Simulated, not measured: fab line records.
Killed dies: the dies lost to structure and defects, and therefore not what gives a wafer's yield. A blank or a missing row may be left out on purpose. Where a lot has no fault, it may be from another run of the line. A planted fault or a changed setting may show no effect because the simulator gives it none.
Split-lot study -- flow n5Finfet -- 21 wafers read from 7 lots, route of 1938 steps

ON THE SPLIT
At N5_BEOL_M11_PECVD_70 (deposits SiO2 from TEOS/O2, target thk 20 nm, time 22.7 s), the setting tempC was moved away from the recipe's 400 C on 6 of the 21 wafers read, by -2.7% to -1.4%. The other wafers ran this setting at the recipe's value.

FROM THE SPLIT TO THE READING: what the file shows between them, 3 steps
- N5_BEOL_M11_HM_DEP_02: deposits TiN, target thk 20 nm
- N5_BEOL_M11_COAT_59: time 60 s, resist thk 100 nm
- N5_BEOL_M11_STRIP_77: strips in N2/H2, time 10 s

THE READING
SiO2_of_BEOL_M11_PECVD_70.thkNm (the simulator's own value, which no gauge read), in nm, at N5_BEOL_M11_HM_STRIP_39 (strips TiN in peroxide tin strip, target depth 25 nm, time 158 s). The file gives no usual value for it. The 15 wafers here that ran the recipe average 19.8 nm, standard deviation 0.21 nm.

wafer,"tool, chamber at the split","tempC as run, C",against the recipe,"SiO2_of_BEOL_M11_PECVD_70.thkNm, nm",against lot-mates on the recipe
L075.1,"pecvd-04, 2",400,recipe,19.6,-
L075.2,"pecvd-04, 1,2",400,recipe,20,-
L075.6,"pecvd-04, 1,2",400,recipe,20.2,-
L076.2,"pecvd-03, 1",394.5,-1.4%,20.6,+0.8
L076.4,"pecvd-03, 1",400,recipe,19.8,-
L076.5,"pecvd-03, 1",400,recipe,19.8,-
L079.1,"pecvd-02, 0,2",400,recipe,19.8,-
L079.3,"pecvd-02, 1",400,recipe,19.8,-
L079.6,"pecvd-02, 0,2",400,recipe,20,-
L081.2,"pecvd-04, 2",400,recipe,19.4,-
L081.3,"pecvd-04, 1,2",394.5,-1.4%,20.2,+0.8
L081.5,"pecvd-04, 1,2",394.5,-1.4%,20.4,+1.0
L089.1,"pecvd-04, 0",389.4,-2.7%,21,+1.6
L089.6,"pecvd-04, 0",389.4,-2.7%,21,+1.6
L089.4,"pecvd-04, 2",400,recipe,19.4,-
L093.1,"pecvd-04, 0",400,recipe,19.6,-
L093.3,"pecvd-04, 1",392.6,-1.8%,20.6,+0.9
L093.4,"pecvd-04, 2",400,recipe,19.8,-
L088.3,"pecvd-02, 1",400,recipe,19.8,-
L088.5,"pecvd-02, 1",400,recipe,19.8,-
L088.6,"pecvd-02, 2",400,recipe,20,-
If several chambers appear in one row, that row covers several wafers at once and the file leaves open which wafer was in which chamber.

FIT RESULTS
A straight line over all 21 wafers: SiO2_of_BEOL_M11_PECVD_70.thkNm changes by -0.453 nm for each +1% of tempC; r = -0.91; the points scatter about the line by 0.2 nm.
The same after taking each lot's own level away (the mean of its wafers on the recipe; 21 wafers): -0.592 nm for each +1%; r = -0.97; scatter 0.13 nm.
Per that fit: largest tempC move, reading shift of 1.6 nm.
Across the lots, their own levels run from 19.40 to 19.93 nm, a range of 2.5 times the standard deviation given above.
Thus the slope moves with the lot-to-lot level: the two fits are different.
Check: +1.56 nm against its lot-mates is what the line predicts for one of the wafers moved furthest among these (-2.7%) when that wafer is left out of the fit. Against them it came out at +1.6 nm.

THESE WAFERS: OTHER SPLITS
These wafers also went through other splits before the reading. Each is held against what the fit with the lots' levels taken away leaves over:
other split on the same wafers,wafers away from the commonest value,r with SiO2_of_BEOL_M11_PECVD_70.thkNm (lot level and that fit taken away)
N5_BEOL_M11_ILD_DEP_00 timeS,8,+0.08

THE WHOLE CHAIN: every reading that the file lists as answering this split, in the file's order
step,what it does,reading,change (the file's fit),r (the file's)
N5_BEOL_M11_PECVD_70,"deposits SiO2 from TEOS/O2, target thk 20 nm, time 22.7 s","SiO2_of_BEOL_M11_PECVD_70.thkNm (the simulator's own value, which no gauge read)",-0.57 nm for each +1% of the setting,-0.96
N5_BEOL_M11_HM_STRIP_39,"strips TiN in peroxide tin strip, target depth 25 nm, time 158 s","SiO2_of_BEOL_M11_PECVD_70.thkNm (the simulator's own value, which no gauge read)",-0.579 nm for each +1% of the setting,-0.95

FILE'S OWN FIT
SiO2_of_BEOL_M11_PECVD_70.thkNm changes by -0.579 nm for each +1% of tempC, r = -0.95.
